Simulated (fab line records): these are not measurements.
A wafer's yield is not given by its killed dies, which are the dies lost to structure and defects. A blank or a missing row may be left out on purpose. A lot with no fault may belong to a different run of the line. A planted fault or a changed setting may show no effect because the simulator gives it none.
Which of the tools did it? ; flow n5 finfet ; 9 lots with 27 wafers sampled at 3 steps, on a route of 1938 steps

## WHAT THE GAUGES READ, wafer by wafer
N5_BEOL_M4_RC_MEAS_101.
lot;measured;on;RS_PWELL (ohm/sq)
L529;day 8 00:16;prober-01;3004 3019 2965
L533;day 9 11:14;prober-01;2986 3004 3009
L537;day 9 14:26;prober-02;2988 2992 3008
L538;day 9 19:16;prober-02;3002 3002 3006
L539;day 9 23:08;prober-02;3049 3017 3056
L545;day 11 15:38;prober-01;3171 3208 3196
L546;day 12 04:47;prober-02;3198 3212 3164
L547;day 12 07:06;prober-01;3020 3019 3010
L552;day 13 18:34;prober-02;2993 2979 2990

## TOOL THAT RAN EACH LOT (tool first, then ch and the chambers of the sampled wafers, then the start)
lot;N5_ZERO_LAYER_DESCUM_16;N5_WELL_APT_IMPLANT_31
L529;rie diel-05 ch 1,2, day 1 12:48;implanter-01 ch 0, day 1 15:04
L533;rie diel-01 ch 1,2,3, day 2 12:48;implanter-02 ch 0, day 2 15:17
L537;rie diel-01 ch 1,2, day 3 12:50;implanter-02 ch 0, day 3 15:14
L538;rie diel-05 ch 0,1,2, day 3 18:41;implanter-01 ch 0, day 3 21:00
L539;rie diel-01 ch 2,3, day 4 00:59;implanter-01 ch 0, day 4 03:28
L545;rie diel-01 ch 0,2,3, day 5 12:48;implanter-01 ch 0, day 5 15:49
L546;rie diel-03 ch 0,2,3, day 5 18:43;implanter-01 ch 0, day 5 21:16
L547;rie diel-03 ch 0,2,3, day 6 00:49;implanter-02 ch 0, day 6 03:54
L552;rie diel-01 ch 0,1, day 7 06:49;implanter-02 ch 0, day 7 08:59
- N5_ZERO_LAYER_DESCUM_16: chemistry O2, time 7.9 s.
- N5_WELL_APT_IMPLANT_31

## THE ANSWER, worked out from the rows above alone
Rule: the lots themselves supply what counts as usual. Put in order of their means at a reading, lots are off if they are a third of the lots or fewer, leave a main group of 4 or more, and stand apart from it by a gap of 3 or more times the standard deviation of the main group's means; of several such gaps the widest counts. Not used: any main group whose means are identical at the precision the tables above print for the reading. A lot without any number at a reading at which 4 lots or more have one is off too. The other lots that the step has rows for count as sound.
Off: L545, L546, at N5_BEOL_M4_RC_MEAS_101 (RS_PWELL). Mean 3006 ohm/sq and standard deviation 16 in the main group.
A tool fits if, at a process step before that reading, it ran every lot that is off, and no sound lot after the first of them. Those tools and the gauges at N5_BEOL_M4_RC_MEAS_101 are tried in the same way. One fits: implanter-01 at N5_WELL_APT_IMPLANT_31. Its last sound lot is L539 (day 4 03:28), its first lot that is off L545 (day 5 15:49): a fault that began between those two fits.

## WHAT WAS PUT IN BY THE SIMULATOR
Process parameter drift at N5_WELL_APT_IMPLANT_31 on implanter-01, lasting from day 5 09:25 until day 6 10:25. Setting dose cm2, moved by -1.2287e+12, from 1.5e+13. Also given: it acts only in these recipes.
Struck lots among those shown: L545, L546. This agrees with what the rule above found.
